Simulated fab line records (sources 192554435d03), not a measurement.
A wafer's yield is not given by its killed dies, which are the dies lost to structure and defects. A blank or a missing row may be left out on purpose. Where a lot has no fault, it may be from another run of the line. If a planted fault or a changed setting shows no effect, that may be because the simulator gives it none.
fab line records / flow n5Finfet / part 2 of 2: steps 22 to 31 of 31
record lots=5 wafers=15 lastDay=14
route steps=1938 shown BEOL_M10@1510 BEOL_M11@1536
lots untouched by any fault: they come from a run of this same line in which no faults occurred
startH: start of the lot's first displayed wafer, in hours after the record's first day / waitH: time in hours since the lot's previous step / " same as the row above / L1.1+2: one row covering several wafers at once / - no value present, or no start provided / * or withheld: withheld / < > ~ a bound
route shown NAME@n: names a module that has steps shown in the file, with the first one's number in the route / usual: the fault-free wafers' mean and standard deviation / same: alike in all rows / chamber/n: place in a boat / sites: readings site by site / _std_site: their standard deviation / _edge_site: mean of outer sites minus mean of inner sites / radiusMm: how far each site lies from the wafer's centre / mask NAME#n: copy n / behind: the tool/chamber that last shaped the wafer / hold: reason for holding the lot/hours on hold/outcome of the hold / device: transistor that didn't switch, given as n, p or np / end of line: tests of these same wafers at the route's end / step lacking rows: just its recipe / killed: count of dies lost to structure and defects at first sort (not the wafer's yield) / map: dies across one wafer; x = killed, . = not, _ = none there
set.NAME: setting as actually run; set.NAME@STEP: the setting as run at that earlier step / model.NAME: the simulator's own value behind a step, which no gauge read
lots at selected steps of the route; one table per step, one row per wafer
services: when a tool's chamber went out of use (startH, in hours from the record's first day, below 0 if earlier), for how many hours, and the reason
## steps
# step N5_BEOL_M10_THK_MEAS_53
# recipe thkMeasGauge=xrf reads=Cu_of_BEOL_M10_ECD_50
# usual M10_THK=141/3.7
lot.wafer=L074.2 tool=filmMetro-01 chamber=- startH=220.30 waitH=- M10_THK[nm]=137
lot.wafer=L074.4 tool=filmMetro-01 chamber=- startH=220.30 waitH=- M10_THK[nm]=137
lot.wafer=L074.5 tool=filmMetro-01 chamber=- startH=220.30 waitH=- M10_THK[nm]=135
lot.wafer=L075.2 tool=filmMetro-01 chamber=- startH=227.21 waitH=- M10_THK[nm]=140
lot.wafer=L075.3 tool=filmMetro-01 chamber=- startH=227.21 waitH=- M10_THK[nm]=138
lot.wafer=L075.6 tool=filmMetro-01 chamber=- startH=227.21 waitH=- M10_THK[nm]=139
lot.wafer=L080.1 tool=filmMetro-01 chamber=- startH=255.01 waitH=- M10_THK[nm]=137
lot.wafer=L080.5 tool=filmMetro-01 chamber=- startH=255.01 waitH=- M10_THK[nm]=140
lot.wafer=L080.6 tool=filmMetro-01 chamber=- startH=255.01 waitH=- M10_THK[nm]=141
lot.wafer=L084.3 tool=filmMetro-01 chamber=- startH=285.31 waitH=- M10_THK[nm]=137
lot.wafer=L084.4 tool=filmMetro-01 chamber=- startH=285.31 waitH=- M10_THK[nm]=136
lot.wafer=L084.6 tool=filmMetro-01 chamber=- startH=285.31 waitH=- M10_THK[nm]=139
lot.wafer=L085.1 tool=filmMetro-01 chamber=- startH=286.27 waitH=- M10_THK[nm]=141
lot.wafer=L085.3 tool=filmMetro-01 chamber=- startH=286.27 waitH=- M10_THK[nm]=135
lot.wafer=L085.4 tool=filmMetro-01 chamber=- startH=286.27 waitH=- M10_THK[nm]=142
# step N5_BEOL_M10_PRE_CLEAN_55
# recipe gas=NH3 timeS=15 tempC=withheld rfPowerW=300
lot.wafer=L074.2+4+5 tool=pecvd-04 chamber=1,1,2 startH=220.34 waitH=0.0
lot.wafer=L075.2+3+6 tool=pecvd-01 chamber=0,1,0 startH=227.25 waitH=0.0
lot.wafer=L080.1+5+6 tool=pecvd-03 chamber=1,2,1 startH=255.05 waitH=0.0
lot.wafer=L084.3+4+6 tool=pecvd-04 chamber=0,2,0 startH=285.34 waitH=0.0
lot.wafer=L085.1+3+4 tool=pecvd-03 chamber=0,1,0 startH=286.30 waitH=0.0
# step N5_BEOL_M10_DEP_56
# recipe material=SiCN targetThkA=150 tempC=withheld precursor=3MS/NH3 pressureTorr=3 rfW=202 timeS=26.5
# usual showerheadPlenumPTorr=3.660/0.014 throttleValvePct=9.1/0.38
lot.wafer=L074.2 tool=pecvd-04 chamber=1 startH=220.36 waitH=0.0 showerheadPlenumPTorr=3.656 throttleValvePct=8.9
lot.wafer=L074.4 tool=pecvd-04 chamber=1 startH=220.36 waitH=0.0 showerheadPlenumPTorr=3.654 throttleValvePct=8.8
lot.wafer=L074.5 tool=pecvd-04 chamber=2 startH=220.36 waitH=0.0 showerheadPlenumPTorr=3.636 throttleValvePct=9.1
lot.wafer=L075.2 tool=pecvd-01 chamber=0 startH=227.27 waitH=0.0 showerheadPlenumPTorr=3.659 throttleValvePct=9.2
lot.wafer=L075.3 tool=pecvd-01 chamber=1 startH=227.27 waitH=0.0 showerheadPlenumPTorr=3.652 throttleValvePct=9.0
lot.wafer=L075.6 tool=pecvd-01 chamber=0 startH=227.27 waitH=0.0 showerheadPlenumPTorr=3.655 throttleValvePct=9.3
lot.wafer=L080.1 tool=pecvd-03 chamber=1 startH=255.08 waitH=0.0 showerheadPlenumPTorr=3.672 throttleValvePct=9.2
lot.wafer=L080.5 tool=pecvd-03 chamber=2 startH=255.08 waitH=0.0 showerheadPlenumPTorr=3.680 throttleValvePct=8.5
lot.wafer=L080.6 tool=pecvd-03 chamber=1 startH=255.08 waitH=0.0 showerheadPlenumPTorr=3.672 throttleValvePct=9.0
lot.wafer=L084.3 tool=pecvd-04 chamber=0 startH=285.37 waitH=0.0 showerheadPlenumPTorr=3.663 throttleValvePct=9.5
lot.wafer=L084.4 tool=pecvd-04 chamber=2 startH=285.37 waitH=0.0 showerheadPlenumPTorr=3.644 throttleValvePct=9.4
lot.wafer=L084.6 tool=pecvd-04 chamber=0 startH=285.37 waitH=0.0 showerheadPlenumPTorr=3.663 throttleValvePct=9.3
lot.wafer=L085.1 tool=pecvd-03 chamber=0 startH=286.33 waitH=0.0 showerheadPlenumPTorr=3.664 throttleValvePct=9.4
lot.wafer=L085.3 tool=pecvd-03 chamber=1 startH=286.33 waitH=0.0 showerheadPlenumPTorr=3.664 throttleValvePct=9.1
lot.wafer=L085.4 tool=pecvd-03 chamber=0 startH=286.33 waitH=0.0 showerheadPlenumPTorr=3.665 throttleValvePct=9.7
# step N5_BEOL_M10_RS_MEAS_57
# recipe thkMeasGauge=four-point-probe reads=Cu_of_BEOL_M10_ECD_50+Co_of_BEOL_M10_CVD_75+TaN_of_BEOL_M10_ALD_74
# usual M10_RS=0.152/0.0041
lot.wafer=L074.2 tool=filmMetro-02 chamber=- startH=220.44 waitH=0.1 M10_RS[ohm/sq]=0.156
lot.wafer=L074.4 tool=filmMetro-02 chamber=- startH=220.44 waitH=0.1 M10_RS[ohm/sq]=0.156
lot.wafer=L074.5 tool=filmMetro-02 chamber=- startH=220.44 waitH=0.1 M10_RS[ohm/sq]=0.158
lot.wafer=L075.2 tool=filmMetro-01 chamber=- startH=227.35 waitH=0.1 M10_RS[ohm/sq]=0.152
lot.wafer=L075.3 tool=filmMetro-01 chamber=- startH=227.35 waitH=0.1 M10_RS[ohm/sq]=0.155
lot.wafer=L075.6 tool=filmMetro-01 chamber=- startH=227.35 waitH=0.1 M10_RS[ohm/sq]=0.153
lot.wafer=L080.1 tool=filmMetro-02 chamber=- startH=255.15 waitH=0.1 M10_RS[ohm/sq]=0.155
lot.wafer=L080.5 tool=filmMetro-02 chamber=- startH=255.15 waitH=0.1 M10_RS[ohm/sq]=0.151
lot.wafer=L080.6 tool=filmMetro-02 chamber=- startH=255.15 waitH=0.1 M10_RS[ohm/sq]=0.151
lot.wafer=L084.3 tool=filmMetro-02 chamber=- startH=285.44 waitH=0.1 M10_RS[ohm/sq]=0.156
lot.wafer=L084.4 tool=filmMetro-02 chamber=- startH=285.44 waitH=0.1 M10_RS[ohm/sq]=0.157
lot.wafer=L084.6 tool=filmMetro-02 chamber=- startH=285.44 waitH=0.1 M10_RS[ohm/sq]=0.154
lot.wafer=L085.1 tool=filmMetro-01 chamber=- startH=286.40 waitH=0.1 M10_RS[ohm/sq]=0.151
lot.wafer=L085.3 tool=filmMetro-01 chamber=- startH=286.40 waitH=0.1 M10_RS[ohm/sq]=0.158
lot.wafer=L085.4 tool=filmMetro-01 chamber=- startH=286.40 waitH=0.1 M10_RS[ohm/sq]=0.151
# step N5_BEOL_M10_INSPECT_58
# recipe inspectInstrument=darkfield mode=postDep
# usual rawDefectCount=69/24
lot.wafer=L074.2 tool=defectInspect-02 chamber=- startH=220.46 waitH=0.0 rawDefectCount=67
lot.wafer=L074.4 tool=defectInspect-02 chamber=- startH=220.46 waitH=0.0 rawDefectCount=57
lot.wafer=L074.5 tool=defectInspect-02 chamber=- startH=220.46 waitH=0.0 rawDefectCount=74
lot.wafer=L075.2 tool=defectInspect-01 chamber=- startH=227.37 waitH=0.0 rawDefectCount=36
lot.wafer=L075.3 tool=defectInspect-01 chamber=- startH=227.37 waitH=0.0 rawDefectCount=45
lot.wafer=L075.6 tool=defectInspect-01 chamber=- startH=227.37 waitH=0.0 rawDefectCount=81
lot.wafer=L080.1 tool=defectInspect-01 chamber=- startH=255.18 waitH=0.0 rawDefectCount=54
lot.wafer=L080.5 tool=defectInspect-01 chamber=- startH=255.18 waitH=0.0 rawDefectCount=51
lot.wafer=L080.6 tool=defectInspect-01 chamber=- startH=255.18 waitH=0.0 rawDefectCount=57
lot.wafer=L084.3 tool=defectInspect-01 chamber=- startH=285.47 waitH=0.0 rawDefectCount=55
lot.wafer=L084.4 tool=defectInspect-01 chamber=- startH=285.47 waitH=0.0 rawDefectCount=121
lot.wafer=L084.6 tool=defectInspect-01 chamber=- startH=285.47 waitH=0.0 rawDefectCount=68
lot.wafer=L085.1 tool=defectInspect-01 chamber=- startH=286.43 waitH=0.0 rawDefectCount=61
lot.wafer=L085.3 tool=defectInspect-01 chamber=- startH=286.43 waitH=0.0 rawDefectCount=46
lot.wafer=L085.4 tool=defectInspect-01 chamber=- startH=286.43 waitH=0.0 rawDefectCount=31
# step N5_BEOL_M11_ILD_DEP_00
# recipe material=SiCOH_lowk targetThkA=3085.1 tempC=300 precursor=DEMS/porogen pressureTorr=5 rfW=500 timeS=58
# usual heaterPowerW=328/64 showerheadPlenumPTorr=5.742/0.015 throttleValvePct=13.8/0.53
lot.wafer=L074.2 tool=pecvd-03 chamber=1 startH=220.50 waitH=0.0 heaterPowerW=326 showerheadPlenumPTorr=5.741 throttleValvePct=13.8
lot.wafer=L074.4 tool=pecvd-03 chamber=0 startH=220.50 waitH=0.0 heaterPowerW=198 showerheadPlenumPTorr=5.732 throttleValvePct=14.5
lot.wafer=L074.5 tool=pecvd-03 chamber=1 startH=220.50 waitH=0.0 heaterPowerW=334 showerheadPlenumPTorr=5.754 throttleValvePct=13.9
lot.wafer=L075.2 tool=pecvd-03 chamber=0 startH=227.41 waitH=0.0 heaterPowerW=230 showerheadPlenumPTorr=5.721 throttleValvePct=14.6
lot.wafer=L075.3 tool=pecvd-03 chamber=1 startH=227.41 waitH=0.0 heaterPowerW=269 showerheadPlenumPTorr=5.760 throttleValvePct=14.1
lot.wafer=L075.6 tool=pecvd-03 chamber=0 startH=227.41 waitH=0.0 heaterPowerW=226 showerheadPlenumPTorr=5.727 throttleValvePct=14.8
lot.wafer=L080.1 tool=pecvd-02 chamber=2 startH=255.21 waitH=0.0 heaterPowerW=416 showerheadPlenumPTorr=5.732 throttleValvePct=13.1
lot.wafer=L080.5 tool=pecvd-02 chamber=1 startH=255.21 waitH=0.0 heaterPowerW=381 showerheadPlenumPTorr=5.759 throttleValvePct=14.3
lot.wafer=L080.6 tool=pecvd-02 chamber=0 startH=255.21 waitH=0.0 heaterPowerW=327 showerheadPlenumPTorr=5.755 throttleValvePct=13.9
lot.wafer=L084.3 tool=pecvd-01 chamber=1 startH=285.51 waitH=0.0 heaterPowerW=268 showerheadPlenumPTorr=5.719 throttleValvePct=13.7
lot.wafer=L084.4 tool=pecvd-01 chamber=2 startH=285.51 waitH=0.0 heaterPowerW=331 showerheadPlenumPTorr=5.755 throttleValvePct=13.8
lot.wafer=L084.6 tool=pecvd-01 chamber=0 startH=285.51 waitH=0.0 heaterPowerW=324 showerheadPlenumPTorr=5.745 throttleValvePct=14.3
lot.wafer=L085.1 tool=pecvd-01 chamber=1 startH=286.47 waitH=0.0 heaterPowerW=261 showerheadPlenumPTorr=5.723 throttleValvePct=13.7
lot.wafer=L085.3 tool=pecvd-01 chamber=2 startH=286.47 waitH=0.0 heaterPowerW=321 showerheadPlenumPTorr=5.739 throttleValvePct=13.3
lot.wafer=L085.4 tool=pecvd-01 chamber=1 startH=286.47 waitH=0.0 heaterPowerW=265 showerheadPlenumPTorr=5.719 throttleValvePct=13.7
# step N5_BEOL_M11_CURE_71
# recipe tempC=385 timeS=240 ambient=He/Ar material=SiCOH_lowk
# usual lampPowerPct=52.32/0.054 wafer_temp_C_max=386.7/0.63
lot.wafer=L074.2 tool=uvCure-03 chamber=1 startH=220.66 waitH=0.1 lampPowerPct=52.33 wafer_temp_C_max=388.5
lot.wafer=L074.4 tool=uvCure-03 chamber=1 startH=220.66 waitH=0.1 lampPowerPct=52.36 wafer_temp_C_max=388.9
lot.wafer=L074.5 tool=uvCure-03 chamber=1 startH=220.66 waitH=0.1 lampPowerPct=52.27 wafer_temp_C_max=387.6
lot.wafer=L075.2 tool=uvCure-01 chamber=2 startH=227.57 waitH=0.1 lampPowerPct=52.26 wafer_temp_C_max=386.0
lot.wafer=L075.3 tool=uvCure-01 chamber=2 startH=227.57 waitH=0.1 lampPowerPct=52.26 wafer_temp_C_max=385.8
lot.wafer=L075.6 tool=uvCure-01 chamber=2 startH=227.57 waitH=0.1 lampPowerPct=52.26 wafer_temp_C_max=386.7
lot.wafer=L080.1 tool=uvCure-03 chamber=2 startH=255.29 waitH=0.0 lampPowerPct=52.31 wafer_temp_C_max=388.2
lot.wafer=L080.5 tool=uvCure-03 chamber=2 startH=255.29 waitH=0.0 lampPowerPct=52.29 wafer_temp_C_max=387.7
lot.wafer=L080.6 tool=uvCure-03 chamber=2 startH=255.29 waitH=0.0 lampPowerPct=52.33 wafer_temp_C_max=388.1
lot.wafer=L084.3 tool=uvCure-01 chamber=0 startH=285.74 waitH=0.2 lampPowerPct=52.37 wafer_temp_C_max=386.6
lot.wafer=L084.4 tool=uvCure-01 chamber=0 startH=285.74 waitH=0.2 lampPowerPct=52.32 wafer_temp_C_max=386.6
lot.wafer=L084.6 tool=uvCure-01 chamber=0 startH=285.74 waitH=0.2 lampPowerPct=52.34 wafer_temp_C_max=386.6
lot.wafer=L085.1 tool=uvCure-02 chamber=1 startH=286.54 waitH=0.0 lampPowerPct=52.25 wafer_temp_C_max=387.0
lot.wafer=L085.3 tool=uvCure-02 chamber=1 startH=286.54 waitH=0.0 lampPowerPct=52.37 wafer_temp_C_max=386.8
lot.wafer=L085.4 tool=uvCure-02 chamber=1 startH=286.54 waitH=0.0 lampPowerPct=52.38 wafer_temp_C_max=386.1
# step N5_BEOL_M11_THK_MEAS_01
# recipe reads=SiCOH_lowk_of_BEOL_M11_ILD_DEP_00
# usual M11_ILD_THK=268/3.6
lot.wafer=L074.2 tool=filmMetro-01 chamber=- startH=221.09 waitH=0.4 M11_ILD_THK[nm]=264
lot.wafer=L074.4 tool=filmMetro-01 chamber=- startH=221.09 waitH=0.4 M11_ILD_THK[nm]=268
lot.wafer=L074.5 tool=filmMetro-01 chamber=- startH=221.09 waitH=0.4 M11_ILD_THK[nm]=267
lot.wafer=L075.2 tool=filmMetro-02 chamber=- startH=228.01 waitH=0.4 M11_ILD_THK[nm]=266
lot.wafer=L075.3 tool=filmMetro-02 chamber=- startH=228.01 waitH=0.4 M11_ILD_THK[nm]=265
lot.wafer=L075.6 tool=filmMetro-02 chamber=- startH=228.01 waitH=0.4 M11_ILD_THK[nm]=272
lot.wafer=L080.1 tool=filmMetro-02 chamber=- startH=255.80 waitH=0.4 M11_ILD_THK[nm]=265
lot.wafer=L080.5 tool=filmMetro-02 chamber=- startH=255.80 waitH=0.4 M11_ILD_THK[nm]=276
lot.wafer=L080.6 tool=filmMetro-02 chamber=- startH=255.80 waitH=0.4 M11_ILD_THK[nm]=271
lot.wafer=L084.3 tool=filmMetro-02 chamber=- startH=286.10 waitH=0.3 M11_ILD_THK[nm]=268
lot.wafer=L084.4 tool=filmMetro-02 chamber=- startH=286.10 waitH=0.3 M11_ILD_THK[nm]=276
lot.wafer=L084.6 tool=filmMetro-02 chamber=- startH=286.10 waitH=0.3 M11_ILD_THK[nm]=273
lot.wafer=L085.1 tool=filmMetro-02 chamber=- startH=287.06 waitH=0.4 M11_ILD_THK[nm]=259
lot.wafer=L085.3 tool=filmMetro-02 chamber=- startH=287.06 waitH=0.4 M11_ILD_THK[nm]=261
lot.wafer=L085.4 tool=filmMetro-02 chamber=- startH=287.06 waitH=0.4 M11_ILD_THK[nm]=266
# step N5_BEOL_M11_PECVD_70
# recipe material=SiO2 targetThkA=200 tempC=400 precursor=TEOS/O2 pressureTorr=5.5 rfW=450 teosFlowSccm=53.8 gas=O2 flowSccm=3000 timeS=22.7
# usual heaterPowerW=730/130 showerheadPlenumPTorr=8.80/0.053 throttleValvePct=22.3/0.93
lot.wafer=L074.2 tool=pecvd-03 chamber=2 startH=221.13 waitH=0.0 heaterPowerW=875 showerheadPlenumPTorr=8.89 throttleValvePct=20.5
lot.wafer=L074.4 tool=pecvd-03 chamber=2 startH=221.13 waitH=0.0 heaterPowerW=867 showerheadPlenumPTorr=8.84 throttleValvePct=20.7
lot.wafer=L074.5 tool=pecvd-03 chamber=1 startH=221.13 waitH=0.0 heaterPowerW=633 showerheadPlenumPTorr=8.80 throttleValvePct=22.3
lot.wafer=L075.2 tool=pecvd-03 chamber=1 startH=228.05 waitH=0.0 heaterPowerW=643 showerheadPlenumPTorr=8.81 throttleValvePct=22.4
lot.wafer=L075.3 tool=pecvd-03 chamber=2 startH=228.05 waitH=0.0 heaterPowerW=775 showerheadPlenumPTorr=8.87 throttleValvePct=20.4
lot.wafer=L075.6 tool=pecvd-03 chamber=2 startH=228.05 waitH=0.0 heaterPowerW=790 showerheadPlenumPTorr=8.84 throttleValvePct=20.6
lot.wafer=L080.1 tool=pecvd-03 chamber=1 startH=255.84 waitH=0.0 heaterPowerW=674 showerheadPlenumPTorr=8.80 throttleValvePct=22.3
lot.wafer=L080.5 tool=pecvd-03 chamber=0 startH=255.84 waitH=0.0 heaterPowerW=515 showerheadPlenumPTorr=8.75 throttleValvePct=23.5
lot.wafer=L080.6 tool=pecvd-03 chamber=1 startH=255.84 waitH=0.0 heaterPowerW=670 showerheadPlenumPTorr=8.79 throttleValvePct=22.3
lot.wafer=L084.3 tool=pecvd-02 chamber=2 startH=286.13 waitH=0.0 heaterPowerW=870 showerheadPlenumPTorr=8.77 throttleValvePct=21.5
lot.wafer=L084.4 tool=pecvd-02 chamber=0 startH=286.13 waitH=0.0 heaterPowerW=617 showerheadPlenumPTorr=8.81 throttleValvePct=22.7
lot.wafer=L084.6 tool=pecvd-02 chamber=2 startH=286.13 waitH=0.0 heaterPowerW=882 showerheadPlenumPTorr=8.78 throttleValvePct=21.2
lot.wafer=L085.1 tool=pecvd-01 chamber=1 startH=287.09 waitH=0.0 heaterPowerW=536 showerheadPlenumPTorr=8.70 throttleValvePct=22.4
lot.wafer=L085.3 tool=pecvd-01 chamber=0 startH=287.09 waitH=0.0 heaterPowerW=641 showerheadPlenumPTorr=8.76 throttleValvePct=22.8
lot.wafer=L085.4 tool=pecvd-01 chamber=2 startH=287.09 waitH=0.0 heaterPowerW=696 showerheadPlenumPTorr=8.85 throttleValvePct=21.6
# step N5_BEOL_M11_HM_DEP_02
# recipe material=TiN targetThkA=200 tempC=25 chamberPressurePa=0.49996
# usual substrateTempC=25.00/0.11 throttleValvePct=30.0/1.5
lot.wafer=L074.2 tool=pvdSputter-01 chamber=- startH=222.13 waitH=1.0 substrateTempC=24.85 throttleValvePct=30.5
lot.wafer=L074.4 tool=pvdSputter-01 chamber=- startH=222.13 waitH=1.0 substrateTempC=24.90 throttleValvePct=29.3
lot.wafer=L074.5 tool=pvdSputter-01 chamber=- startH=222.13 waitH=1.0 substrateTempC=25.09 throttleValvePct=29.2
lot.wafer=L075.2 tool=pvdSputter-02 chamber=- startH=228.40 waitH=0.3 substrateTempC=24.96 throttleValvePct=28.7
lot.wafer=L075.3 tool=pvdSputter-02 chamber=- startH=228.40 waitH=0.3 substrateTempC=24.82 throttleValvePct=30.9
lot.wafer=L075.6 tool=pvdSputter-02 chamber=- startH=228.40 waitH=0.3 substrateTempC=25.03 throttleValvePct=29.2
lot.wafer=L080.1 tool=pvdSputter-03 chamber=- startH=256.41 waitH=0.5 substrateTempC=25.06 throttleValvePct=28.7
lot.wafer=L080.5 tool=pvdSputter-03 chamber=- startH=256.41 waitH=0.5 substrateTempC=24.99 throttleValvePct=27.5
lot.wafer=L080.6 tool=pvdSputter-03 chamber=- startH=256.41 waitH=0.5 substrateTempC=25.06 throttleValvePct=28.8
lot.wafer=L084.3 tool=pvdSputter-01 chamber=- startH=287.90 waitH=1.7 substrateTempC=25.34 throttleValvePct=29.0
lot.wafer=L084.4 tool=pvdSputter-01 chamber=- startH=287.90 waitH=1.7 substrateTempC=25.21 throttleValvePct=29.6
lot.wafer=L084.6 tool=pvdSputter-01 chamber=- startH=287.90 waitH=1.7 substrateTempC=25.13 throttleValvePct=30.0
lot.wafer=L085.1 tool=pvdSputter-01 chamber=- startH=288.00 waitH=0.9 substrateTempC=25.00 throttleValvePct=29.7
lot.wafer=L085.3 tool=pvdSputter-01 chamber=- startH=288.00 waitH=0.9 substrateTempC=24.99 throttleValvePct=29.9
lot.wafer=L085.4 tool=pvdSputter-01 chamber=- startH=288.00 waitH=0.9 substrateTempC=24.87 throttleValvePct=30.4
## services
tool=cmp-03 chamber=- startH=196.14 hours=5.3 kind=pm
tool=cmp-01 chamber=- startH=197.77 hours=4.0 kind=pm
tool=rieDiel-05 chamber=2 startH=204.27 hours=- kind=clean
tool=rieDiel-05 chamber=2 startH=204.27 hours=- kind=consumableReplace:focusRing
tool=rieDiel-05 chamber=2 startH=204.27 hours=- kind=consumableReplace:showerhead
tool=rieDiel-05 chamber=2 startH=204.27 hours=26.8 kind=scheduledDown
tool=rieDiel-05 chamber=2 startH=204.27 hours=26.8 kind=ventCycle
tool=pecvd-01 chamber=2 startH=207.56 hours=17.3 kind=repair
tool=wetBench-04 chamber=- startH=208.38 hours=4.0 kind=repair
tool=pecvd-03 chamber=- startH=212.33 hours=5.2 kind=repair
tool=cvdCo-02 chamber=- startH=215.16 hours=6.9 kind=pm
tool=cvdCo-01 chamber=0 startH=215.84 hours=2.9 kind=repair
tool=rieDiel-05 chamber=1 startH=221.26 hours=6.6 kind=repair
tool=cmp-03 chamber=- startH=224.34 hours=1.3 kind=repair
tool=cvdCo-02 chamber=- startH=228.18 hours=3.4 kind=repair
tool=cmp-03 chamber=- startH=238.35 hours=2.4 kind=repair
tool=aldMetal-02 chamber=0 startH=245.17 hours=3.3 kind=repair
tool=rieDiel-01 chamber=2 startH=252.91 hours=7.8 kind=repair
tool=cmp-01 chamber=- startH=256.07 hours=10.5 kind=repair
tool=cmp-03 chamber=- startH=263.56 hours=1.7 kind=repair
tool=pecvd-03 chamber=- startH=266.75 hours=2.8 kind=pm
tool=aldMetal-02 chamber=2 startH=274.89 hours=21.6 kind=repair
tool=uvCure-03 chamber=- startH=278.67 hours=7.5 kind=pm
tool=aldMetal-02 chamber=1 startH=285.24 hours=3.4 kind=repair
